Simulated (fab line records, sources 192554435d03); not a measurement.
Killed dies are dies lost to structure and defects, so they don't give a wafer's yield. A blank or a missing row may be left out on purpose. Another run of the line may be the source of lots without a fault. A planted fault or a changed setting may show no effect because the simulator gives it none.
fab line records | flow n5Finfet
[record] lots = 5 wafers = 12 lastDay = 19
route steps=1938 shown BEOL_M4@1041 PASSIVATION@1936
lots that met no fault: from a run of the same line without faults
startH: hours from the record's opening day to when the first of the lot's shown wafers began | waitH: hours from the lot's prior step to this one | " identical to the entry in the row above | L1.1+2: a row that stands for several wafers | - no value present, or no start provided | * or withheld: withheld | < > ~ a bound
route shown NAME@n: a module of which the file shows steps, and the number in the route of the first | usual: mean/standard deviation of fault-free wafers | same: alike in all rows | chamber/n: place in a boat | sites: the reading at each site | _std_site: the standard deviation of these | _edge_site: mean of outer sites minus mean of inner sites | radiusMm: how far each site lies from the wafer's centre | mask NAME#n: copy n | behind: the tool/chamber that last shaped the wafer | hold: why the lot was held/for how many hours/how that ended | device: whichever transistor did not switch (one of n, p or np) | end of line: the same wafers' tests at the end of the route | for a step that has no rows: nothing shown but its recipe | killed: dies lost to structure and defects at the first sort, not the wafer's yield | map: the dies of a wafer, with x for killed, . for not killed, _ for no die there
set.NAME: the setting as run; set.NAME@STEP: as run at that earlier step | model.NAME: the simulator's own value behind a step, which no gauge read
a table for each step, a row for each wafer; lots at some steps of the route
services: from which hour (startH, from the record's first day; less than 0 if before it) a tool's chamber was out of use, for how many hours, and why
[[steps]]
[step N5_BEOL_M4_STRIP_65]
[recipe] chemistry = N2/H2 tempC = 40 n2FlowSccm = 200 h2FlowSccm = 200 rfFrequencyHz = 6e+07
[step N5_BEOL_M4_STRIP_75]
[recipe] chemistry = N2/H2 tempC = 40 n2FlowSccm = 200 h2FlowSccm = 200 rfFrequencyHz = 6e+07
[step N5_BEOL_M4_STRIP_66]
[recipe] chemistry = CF4 resist = SiARC powerW = 300 biasPowerW = 75 pressureMtorr = 50 cf4FlowSccm = 150 rfFrequencyHz = 6e+07
[step N5_BEOL_M4_HM_OPEN_17]
[recipe] chemistry = Cl2/BCl3 targetDepthA = 200 overetchA = 60 target = TiN maskMaterial = SOC ionEnergyEv = 150 pressureMtorr = 10 icpW = 1000 biasW = 126 Cl2_flow_sccm = 53.25 bcl3FlowSccm = 21.75 Ar_flow_sccm = 25
[step N5_BEOL_M4_STRIP_19]
[recipe] chemistry = O2 powerW = 400 tempC = 40 pressureMtorr = 30 rfFrequencyHz = 6e+07 biasPowerW = 0 overashFraction = 0.2 o2FlowSccm = 225
[step N5_BEOL_M4_COAT_67]
[recipe] resist = SOC tempC = 250 timeS = 60 spinRpm = 1500 resistThkNm = 60
[step N5_BEOL_M4_COAT_68]
[recipe] resist = SiARC tempC = 220 timeS = 60 spinRpm = 1500 resistThkNm = 12
[step N5_BEOL_M4_COAT_76]
[recipe] resist = underlayer tempC = 205 timeS = 60 spinRpm = 1500 resistThkNm = 5
[step N5_BEOL_M4_COAT_22]
[recipe] resist = CAR-EUV spinRpm = 1500 resistThkNm = 30
[step N5_BEOL_M4_EBR_24]
[recipe] solvent = PGMEA ebrWidthMm = 1.5
[step N5_BEOL_M4_SOFTBAKE_23]
[recipe] tempC = 110 timeS = 60 resist = CAR-EUV
[step N5_BEOL_M4_EXPOSE_25]
[recipe] maskId = V3 na = 0.33 sourceShape = quasar sigmaInner = 0.2 sigmaOuter = 0.8 polarization = unpolarized defocusNm = 5 doseMj = 63
[same] sigmaInner = 0.2
// columns lot.wafer tool chamber startH waitH mask
L462.2+4+6 euvScanner-01 0 272.90 - V3#0
L467.4+6 euvScanner-01 0 300.92 - V3#0
L471.3+5 euvScanner-01 0 304.16 - V3#0
L470.3+4 euvScanner-01 0 310.98 - V3#0
L473.1+3+4 euvScanner-02 0 327.21 - V3#0
[step N5_BEOL_M4_PEB_26]
[recipe] pebTempC = 100 pebTimeS = 60 resist = CAR-EUV
[step N5_BEOL_M4_DEVELOP_27]
[recipe] developTimeS = 30 developer = TMAH resist = CAR-EUV rinseLiquid = surfactantRinse dry = airSpin devTempC = 23
[step N5_BEOL_M4_CD_MEAS_28]
[recipe] targetCdNm = 26.2 landingEnergyEv = 500 detector = seInlens targetCdYNm = 24.1 polarity = opening
[usual] cdNm = 26.20/0.24
// columns lot.wafer tool chamber startH waitH cdNm
L462.2 cdSem-02 0 273.03 - 26.15
L462.4 " 0 " " 25.88
L462.6 " 0 " " 26.07
L467.4 cdSem-03 0 301.04 - 23.74
L467.6 " 0 " " 25.93
L471.3 cdSem-03 0 304.29 - 25.92
L471.5 " 0 " " 24.10
L470.3 cdSem-01 0 311.11 - 26.40
L470.4 " 0 " " 23.87
L473.1 cdSem-01 0 327.35 - 26.13
L473.3 " 0 " " 25.97
L473.4 " 0 " " 26.02
[step N5_BEOL_M4_DESCUM_33]
[recipe] chemistry = O2 timeS = 7 sourcePowerW = 50 biasPowerW = 20 pressureMtorr = 20 rfFrequencyHz = 2.712e+07 tempC = 40 resist = CAR-EUV o2FlowSccm = 225
[step N5_BEOL_M4_ETCH_77]
[recipe] chemistry = N2/H2 target = underlayer targetDepthA = 65 maskMaterial = CAR-EUV timeS = 5.2 ionEnergyEv = 200 pressureMtorr = 30 sourceW = 840 biasW = 150 n2FlowSccm = 200 h2FlowSccm = 200 ends = cleared
[step N5_BEOL_M4_ETCH_69]
[recipe] chemistry = CF4 target = SiARC targetDepthA = 156 maskMaterial = CAR-EUV timeS = 26 ionEnergyEv = 80 pressureMtorr = 40 sourceW = 545 biasW = 36 Ar_flow_sccm = 100 cf4FlowSccm = 100 ends = cleared
[step N5_BEOL_M4_ALD_98]
[recipe] material = SiO2 targetThkA = 25 tempC = 100 aldPrecursorFamily = BDEAS aldCoReactant = O2-plasma pulseTimeS = 1 coReactantPulseTimeS = 1 purgeTimeS = 2 coReactantPurgeTimeS = 2 aldCycles = 17 pressureTorr = 2
[step N5_BEOL_M4_ETCHBACK_99]
[recipe] chemistry = CHF3 target = SiO2 targetDepthA = 50 timeS = 10.4 sourceW = 215 biasW = 47 Ar_flow_sccm = 200 CHF3_flow_sccm = 12 ionEnergyEv = 100 pressureMtorr = 30
[step N5_BEOL_M4_ETCH_70]
[recipe] chemistry = N2/H2 target = SOC targetDepthA = 800 overetchA = 240 maskMaterial = SiARC tempC = 40 timeS = 130 ionEnergyEv = 200 pressureMtorr = 30 sourceW = 840 biasW = 150 n2FlowSccm = 200 h2FlowSccm = 200
[step N5_BEOL_M4_STRIP_71]
[recipe] chemistry = N2/H2 tempC = 40 n2FlowSccm = 200 h2FlowSccm = 200 rfFrequencyHz = 6e+07
[step N5_BEOL_M4_STRIP_78]
[recipe] chemistry = N2/H2 tempC = 40 n2FlowSccm = 200 h2FlowSccm = 200 rfFrequencyHz = 6e+07
[step N5_BEOL_M4_VIA_ETCH_34]
[recipe] chemistry = C4F6/O2 targetDepthA = 694 maskMaterial = SOC pressureMtorr = 15 ionEnergyEv = 250 taperDeg = 4 timeS = 65.9 sourceW = 350 biasW = 170 Ar_flow_sccm = 300 C4F6_flow_sccm = 10 O2_flow_sccm = 10
[step N5_BEOL_M4_STRIP_83]
[recipe] chemistry = C4F6/O2 resist = SiARC rfFrequencyHz = 6e+07
[step N5_BEOL_M4_STRIP_36]
[recipe] chemistry = N2/H2 powerW = 450 tempC = 40 pressureMtorr = 20 rfFrequencyHz = 6e+07 overashFraction = 0.3 biasPowerW = 7 h2Frac = 0.5 n2FlowSccm = 200 h2FlowSccm = 200
[step N5_BEOL_M4_TRENCH_ETCH_37]
[recipe] chemistry = C4F6/O2 targetDepthA = 555.55 target = SiOC timeS = 29.2 ionEnergyEv = 250 pressureMtorr = 30 sourceW = 355 biasW = 185 Ar_flow_sccm = 300 C4F6_flow_sccm = 10 O2_flow_sccm = 10
[step N5_BEOL_M4_ETCH_41]
[recipe] chemistry = CH3F/O2 target = SiCN targetDepthA = 299 taperDeg = 2 timeS = 52.5 ionEnergyEv = 120 maskMaterial = TiN pressureMtorr = 30 sourceW = 395 biasW = 75 Ar_flow_sccm = 150 CH3F_flow_sccm = 30 O2_flow_sccm = 20
[step N5_BEOL_M4_STRIP_97]
[recipe] chemistry = N2/H2 timeS = 10 powerW = 450 tempC = 40 pressureMtorr = 20 rfFrequencyHz = 6e+07 biasPowerW = 7 n2FlowSccm = 200 h2FlowSccm = 200
[step N5_BEOL_M4_HM_STRIP_39]
[recipe] chemistry = peroxideTinStrip material = TiN targetDepthA = 250 tempC = 50 timeS = 158
[step N5_BEOL_M4_SRD_40]
[recipe] timeS = 30 tempC = 23 rinseLiquid = diw dry = ipaMarangoni
[step N5_BEOL_M4_PRECLEAN_42]
[recipe] chemistry = residueRemover timeS = 60 tempC = 40
[step N5_BEOL_M4_SRD_43]
[recipe] timeS = 30 tempC = 23 rinseLiquid = diw dry = ipaMarangoni
[step N5_BEOL_M4_DEGAS_44]
[recipe] ambient = vacuum tempC = 250 timeS = 60
[step N5_BEOL_M4_PRE_CLEAN_45]
[recipe] gas = H2/He timeS = 30 tempC = 250
[step N5_BEOL_M4_ALD_84]
[recipe] material = TaN targetThkA = * tempC = 275 aldPrecursorFamily = PDMAT aldCoReactant = NH3 pressureTorr = 3 carrierFlowSccm = 1500 pulseTimeS = 2 purgeTimeS = 3 coReactantPurgeTimeS = 2 coReactantPulseTimeS = 3 aldCycles = 30 precursorVesselTempC = 75 precursorVesselPressureTorr = 26.25 precursorVesselCarrierSccm = 1000
[step N5_BEOL_M4_SURFACE_TREAT_85]
[recipe] gas = Ar timeS = * ionEnergyEv = * ionCurrentMaCm2 = 0.5 pressureMtorr = * arFlowSccm = 30
[step N5_BEOL_M4_RC_MEAS_101]
[usual] DIBL_N = 36.6/1.1 DIBL_P = 36.7/1.5 IOFF_N = 0.155/0.019 IOFF_P = 0.208/0.025 ION_N = 673/8.5 ION_P = 462/5.9 SS_N = 71.6/0.58 SS_P = 73.5/0.51 VT_N = 250.7/2.4 VT_P = -251/3
// columns lot.wafer tool chamber startH waitH DIBL_N[mV/V] DIBL_P[mV/V] IOFF_N[nA/um] IOFF_P[nA/um] ION_N[uA/um] ION_P[uA/um] SS_N[mV/dec] SS_P[mV/dec] VT_N[mV] VT_P[mV]
L462.2 prober-01 0 284.57 0.2 36.9 35.8 0.125 0.190 654 455 72.0 73.4 253.1 -252
L462.4 " 0 " " 36.3 35.4 0.116 0.184 645 448 70.8 73.1 254.3 -251
L462.6 " 0 " " 36.6 36.0 0.129 0.199 664 460 70.9 72.9 253.0 -251
L467.6 prober-01 0 316.53 0.8 37.2 39.1 0.203 0.250 683 472 72.0 74.2 244.7 -246
L471.3 prober-01 0 320.67 0.3 36.9 36.6 0.157 0.196 680 460 71.1 73.9 254.0 -253
L470.3 prober-02 0 325.10 0.3 36.6 36.4 0.154 0.181 683 459 71.6 74.2 249.8 -256
L473.1 prober-01 0 362.52 0.0 38.1 38.4 0.175 0.242 679 469 72.2 73.8 251.6 -250
L473.3 " 0 " " 38.3 38.0 0.182 0.255 688 470 71.6 74.1 247.4 -248
L473.4 " 0 " " 37.1 37.0 0.161 0.223 684 471 72.1 73.3 249.7 -250
[step N5_PASSIVATION_PROBE_49]
[usual] defectLimitedYield = 91.2/1.4 killed_at_M0_to_M3 = 36/11 killed_at_M4_up = 14/5.6 killedAtContacts = 12/5.9 killedAtFrontEnd = 38/13 killedAtOther = 3.5/2.7 killedDies = 104/17 killedOnRim = 14/3.9 killedOpen = 68/12 killedShort = 34/8.2 sort_bin_5_function = 5.1/0.95 sort_bin_6_memory = 3.3/0.7 sort_bin_8_speed = 0.00/0.007 sortNPass = 1076/17 sortYieldPct = 91.2/1.4
[same] grossDies = 1180 killedAtBackSide = 0 sort_bin_4_leakage[%] = 0
// columns lot.wafer tool chamber startH waitH defectLimitedYield[%] killed_at_M0_to_M3 killed_at_M4_up killedAtContacts killedAtFrontEnd killedAtOther killedDies killedOnRim killedOpen killedShort sort_bin_5_function[%] sort_bin_6_memory[%] sort_bin_8_speed[%] sortNPass sortYieldPct[%]
L462.2 prober-01 - 401.34 0.1 88.6 69 13 10 40 2 134 19 81 46 6.0 4.5 0 1046 88.6
L462.4 prober-01 - 401.44 0.2 91.4 25 26 14 33 4 102 13 69 31 5.6 2.8 0.08 1077 91.3
L462.6 prober-01 - 401.54 0.3 91.4 48 10 9 31 4 102 17 68 28 5.6 2.8 0 1078 91.4
L467.4 prober-02 - 432.81 0.2 0 51 1072 11 37 9 1180 152 74 41 4.6 4.4 0 0 0
L467.6 prober-02 - 432.91 0.3 88.6 50 10 20 45 9 134 23 93 39 6.9 4.0 0 1046 88.6
L470.3 prober-01 - 434.57 0.1 89.7 60 14 2 45 1 122 11 75 44 6.4 3.5 0 1058 89.7
L470.4 prober-01 - 434.62 0.2 0 45 1081 15 33 6 1180 152 60 48 5.3 3.7 0 0 0
L471.3 prober-01 - 437.60 0.1 90.8 36 20 1 51 1 109 21 64 39 5.0 3.6 0 1071 90.8
L471.5 prober-01 - 437.70 0.2 0 63 1055 12 50 0 1180 152 95 44 6.9 4.9 0 0 0
L473.1 prober-01 - 462.83 0.0 92.7 37 10 17 22 0 86 10 59 26 4.5 2.8 0 1094 92.7
L473.3 prober-01 - 462.93 0.1 93.0 28 20 9 25 1 83 6 65 15 4.0 2.9 0 1097 93.0
L473.4 prober-01 - 462.98 0.2 91.1 24 12 17 51 1 105 13 74 29 5.0 3.6 0 1075 91.1
// killed by level:class
L462.2 BEOL_M0_SAQP:geometricParticle:open=19 BEOL_M0_SAQP:geometricParticle:short=12 BEOL_M3:geometricParticle:short=12 BEOL_M2:geometricParticle:open=10 BEOL_M3:geometricParticle:open=10 STI_FIN_REVEAL:geometricParticle:open=8 MOL_CONTACT_COAG:geometricParticle:open=8 FIN_SAQP:geometricParticle:open=7
L462.4 FIN_SAQP:geometricParticle:short=12 MOL_CONTACT_COAG:geometricParticle:open=11 FIN_SAQP:geometricParticle:open=8 BEOL_M4:geometricParticle:open=8 BEOL_M1:geometricParticle:open=6 BEOL_M3:geometricParticle:open=6 BEOL_M2:geometricParticle:open=5 MOL_CONTACT_COAG:geometricParticle:short=3
L462.6 BEOL_M3:geometricParticle:open=19 BEOL_M1:geometricParticle:open=9 FIN_SAQP:geometricParticle:open=6 MOL_CONTACT_COAG:geometricParticle:open=6 DUMMY_GATE:geometricParticle:open=5 BEOL_M0_SAQP:geometricParticle:short=5 BEOL_M0_SAQP:geometricParticle:open=5 BEOL_M2:geometricParticle:open=5
L467.4 BEOL_M4:areaExpose=1064 BEOL_M1:geometricParticle:open=14 BEOL_M0_SAQP:geometricParticle:short=10 MOL_CONTACT_COAG:geometricParticle:open=9 BEOL_M2:geometricParticle:open=9 FIN_SAQP:geometricParticle:short=8 STI_FIN_REVEAL:geometricParticle:open=8 BEOL_M0_SAQP:geometricParticle:open=8
L467.6 MOL_CONTACT_COAG:geometricParticle:open=18 FIN_SAQP:geometricParticle:short=13 FIN_SAQP:geometricParticle:open=12 BEOL_M0_SAQP:geometricParticle:short=12 BEOL_M0_SAQP:geometricParticle:open=10 BEOL_M2:geometricParticle:open=9 BEOL_M3:geometricParticle:open=8 BEOL_M1:geometricParticle:open=5
L470.3 FIN_SAQP:geometricParticle:short=15 BEOL_M1:geometricParticle:open=11 BEOL_M0_SAQP:geometricParticle:short=10 FIN_SAQP:geometricParticle:open=9 BEOL_M0:geometricParticle:open=9 BEOL_M0_SAQP:geometricParticle:open=9 BEOL_M2:geometricParticle:open=9 BEOL_M4:geometricParticle:open=7
L470.4 BEOL_M4:areaExpose=1069 MOL_CONTACT_COAG:geometricParticle:open=9 BEOL_M0_SAQP:geometricParticle:short=9 BEOL_M3:geometricParticle:open=9 MOL_CONTACT_COAG:geometricParticle:short=6 BEOL_M0_SAQP:geometricParticle:open=6 BEOL_M1:geometricParticle:open=5 SPACER0:geometricParticle:short=4
L471.3 FIN_SAQP:geometricParticle:open=13 FIN_SAQP:geometricParticle:short=13 BEOL_M4:geometricParticle:open=11 STI_FIN_REVEAL:geometricParticle:open=9 BEOL_M0_SAQP:geometricParticle:short=9 BEOL_M3:geometricParticle:open=9 BEOL_M1:geometricParticle:open=7 STI_FIN_REVEAL:geometricParticle:short=4
L471.5 BEOL_M4:areaExpose=1038 BEOL_M0_SAQP:geometricParticle:open=15 FIN_SAQP:geometricParticle:open=12 BEOL_M2:geometricParticle:open=12 FIN_SAQP:geometricParticle:short=10 BEOL_M1:geometricParticle:open=9 STI_FIN_REVEAL:geometricParticle:open=8 MOL_CONTACT_COAG:geometricParticle:open=8
L473.1 MOL_CONTACT_COAG:geometricParticle:open=14 BEOL_M3:geometricParticle:open=10 BEOL_M0_SAQP:geometricParticle:open=9 BEOL_M2:geometricParticle:open=8 BEOL_M3:geometricParticle:short=4 STARTING-WAFER:geometricParticle:short=4 FIN_SAQP:geometricParticle:open=3 GATE_CUT:geometricParticle:open=3
L473.3 BEOL_M4:geometricParticle:open=12 BEOL_M3:geometricParticle:open=10 MOL_CONTACT_COAG:geometricParticle:open=9 FIN_SAQP:geometricParticle:open=7 BEOL_M2:geometricParticle:open=6 DUMMY_GATE:geometricParticle:open=5 STI_FIN_REVEAL:geometricParticle:open=4 BEOL_M1:geometricParticle:open=4
L473.4 FIN_SAQP:geometricParticle:open=17 MOL_CONTACT_COAG:geometricParticle:open=14 BEOL_M2:geometricParticle:open=10 FIN_SAQP:geometricParticle:short=6 GATE_CUT:geometricParticle:short=6 DUMMY_GATE:geometricParticle:open=5 GATE_CUT:geometricParticle:open=5 STI_FIN_REVEAL:geometricParticle:open=4
// map L467.4 (x killed, . not)
_________________xxxxxxxxxxxx________________
______________xxxxxxxxxxxxxxxxxx_____________
___________xxxxxxxxxxxxxxxxxxxxxxxx__________
__________xxxxxxxxxxxxxxxxxxxxxxxxxx_________
________xxxxxxxxxxxxxxxxxxxxxxxxxxxxxx_______
_______xxxxxxxxxxxxxxxxxxxxxxxxxxxxxxxx______
______xxxxxxxxxxxxxxxxxxxxxxxxxxxxxxxxxx_____
_____xxxxxxxxxxxxxxxxxxxxxxxxxxxxxxxxxxxx____
____xxxxxxxxxxxxxxxxxxxxxxxxxxxxxxxxxxxxxx___
___xxxxxxxxxxxxxxxxxxxxxxxxxxxxxxxxxxxxxxxx__
___xxxxxxxxxxxxxxxxxxxxxxxxxxxxxxxxxxxxxxxx__
__xxxxxxxxxxxxxxxxxxxxxxxxxxxxxxxxxxxxxxxxxx_
__xxxxxxxxxxxxxxxxxxxxxxxxxxxxxxxxxxxxxxxxxx_
_xxxxxxxxxxxxxxxxxxxxxxxxxxxxxxxxxxxxxxxxxxxx
_xxxxxxxxxxxxxxxxxxxxxxxxxxxxxxxxxxxxxxxxxxxx
_xxxxxxxxxxxxxxxxxxxxxxxxxxxxxxxxxxxxxxxxxxxx
_xxxxxxxxxxxxxxxxxxxxxxxxxxxxxxxxxxxxxxxxxxxx
_xxxxxxxxxxxxxxxxxxxxxxxxxxxxxxxxxxxxxxxxxxxx
_xxxxxxxxxxxxxxxxxxxxxxxxxxxxxxxxxxxxxxxxxxxx
_xxxxxxxxxxxxxxxxxxxxxxxxxxxxxxxxxxxxxxxxxxxx
_xxxxxxxxxxxxxxxxxxxxxxxxxxxxxxxxxxxxxxxxxxxx
__xxxxxxxxxxxxxxxxxxxxxxxxxxxxxxxxxxxxxxxxxx_
__xxxxxxxxxxxxxxxxxxxxxxxxxxxxxxxxxxxxxxxxxx_
___xxxxxxxxxxxxxxxxxxxxxxxxxxxxxxxxxxxxxxxx__
___xxxxxxxxxxxxxxxxxxxxxxxxxxxxxxxxxxxxxxxx__
____xxxxxxxxxxxxxxxxxxxxxxxxxxxxxxxxxxxxxx___
_____xxxxxxxxxxxxxxxxxxxxxxxxxxxxxxxxxxxx____
______xxxxxxxxxxxxxxxxxxxxxxxxxxxxxxxxxx_____
_______xxxxxxxxxxxxxxxxxxxxxxxxxxxxxxxx______
________xxxxxxxxxxxxxxxxxxxxxxxxxxxxxx_______
__________xxxxxxxxxxxxxxxxxxxxxxxxxx_________
___________xxxxxxxxxxxxxxxxxxxxxxxx__________
______________xxxxxxxxxxxxxxxxxx_____________
_________________xxxxxxxxxxxx________________
// map L470.4 (x killed, . not)
_________________xxxxxxxxxxxx________________
______________xxxxxxxxxxxxxxxxxx_____________
___________xxxxxxxxxxxxxxxxxxxxxxxx__________
__________xxxxxxxxxxxxxxxxxxxxxxxxxx_________
________xxxxxxxxxxxxxxxxxxxxxxxxxxxxxx_______
_______xxxxxxxxxxxxxxxxxxxxxxxxxxxxxxxx______
______xxxxxxxxxxxxxxxxxxxxxxxxxxxxxxxxxx_____
_____xxxxxxxxxxxxxxxxxxxxxxxxxxxxxxxxxxxx____
____xxxxxxxxxxxxxxxxxxxxxxxxxxxxxxxxxxxxxx___
___xxxxxxxxxxxxxxxxxxxxxxxxxxxxxxxxxxxxxxxx__
___xxxxxxxxxxxxxxxxxxxxxxxxxxxxxxxxxxxxxxxx__
__xxxxxxxxxxxxxxxxxxxxxxxxxxxxxxxxxxxxxxxxxx_
__xxxxxxxxxxxxxxxxxxxxxxxxxxxxxxxxxxxxxxxxxx_
_xxxxxxxxxxxxxxxxxxxxxxxxxxxxxxxxxxxxxxxxxxxx
_xxxxxxxxxxxxxxxxxxxxxxxxxxxxxxxxxxxxxxxxxxxx
_xxxxxxxxxxxxxxxxxxxxxxxxxxxxxxxxxxxxxxxxxxxx
_xxxxxxxxxxxxxxxxxxxxxxxxxxxxxxxxxxxxxxxxxxxx
_xxxxxxxxxxxxxxxxxxxxxxxxxxxxxxxxxxxxxxxxxxxx
_xxxxxxxxxxxxxxxxxxxxxxxxxxxxxxxxxxxxxxxxxxxx
_xxxxxxxxxxxxxxxxxxxxxxxxxxxxxxxxxxxxxxxxxxxx
_xxxxxxxxxxxxxxxxxxxxxxxxxxxxxxxxxxxxxxxxxxxx
__xxxxxxxxxxxxxxxxxxxxxxxxxxxxxxxxxxxxxxxxxx_
__xxxxxxxxxxxxxxxxxxxxxxxxxxxxxxxxxxxxxxxxxx_
___xxxxxxxxxxxxxxxxxxxxxxxxxxxxxxxxxxxxxxxx__
___xxxxxxxxxxxxxxxxxxxxxxxxxxxxxxxxxxxxxxxx__
____xxxxxxxxxxxxxxxxxxxxxxxxxxxxxxxxxxxxxx___
_____xxxxxxxxxxxxxxxxxxxxxxxxxxxxxxxxxxxx____
______xxxxxxxxxxxxxxxxxxxxxxxxxxxxxxxxxx_____
_______xxxxxxxxxxxxxxxxxxxxxxxxxxxxxxxx______
________xxxxxxxxxxxxxxxxxxxxxxxxxxxxxx_______
__________xxxxxxxxxxxxxxxxxxxxxxxxxx_________
___________xxxxxxxxxxxxxxxxxxxxxxxx__________
______________xxxxxxxxxxxxxxxxxx_____________
_________________xxxxxxxxxxxx________________
[[services]]
// columns tool chamber startH hours kind
euvScanner-01 0 253.12 - calibration
euvScanner-02 - 257.65 1.0 pm
euvScanner-01 - 291.75 1.0 pm
euvScanner-02 - 292.62 1.0 repair
euvScanner-01 - 293.62 4.4 repair
euvScanner-02 - 313.80 1.0 pm
euvScanner-01 - 326.59 1.6 repair
[[key]]
[firstSign] step = N5_BEOL_M4_CD_MEAS_28 reading = cdNm direction = down sigmas = 9.7 usual = 26.20 struck = 23.90
[effect] step = N5_PASSIVATION_PROBE_49 reading = killed_at_M4_up direction = up sigmas = 99+ usual = 14 struck = 1069
[moreKillsBornAt] N5_BEOL_M4_EXPOSE_25@euvScanner-01 = 3171
metAt N5_BEOL_M4_EXPOSE_25
struckWafers L467.4,L470.4,L471.5
laterRowsLeftOut L467.4,L470.4,L471.5
onsetBetween 272.90 300.92
[fault] kind = processParameterDrift tool = euvScanner-01 chamber = - onsetH = 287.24 steps = N5_BEOL_M4_EXPOSE_25 channel = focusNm offset = 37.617 shape = step endH = 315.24 scope = struckWafersOnly
// laterRowsLeftOut: the simulator's readings of these wafers behind a module that went badly wrong aren't trusted and aren't shown, but for the sort
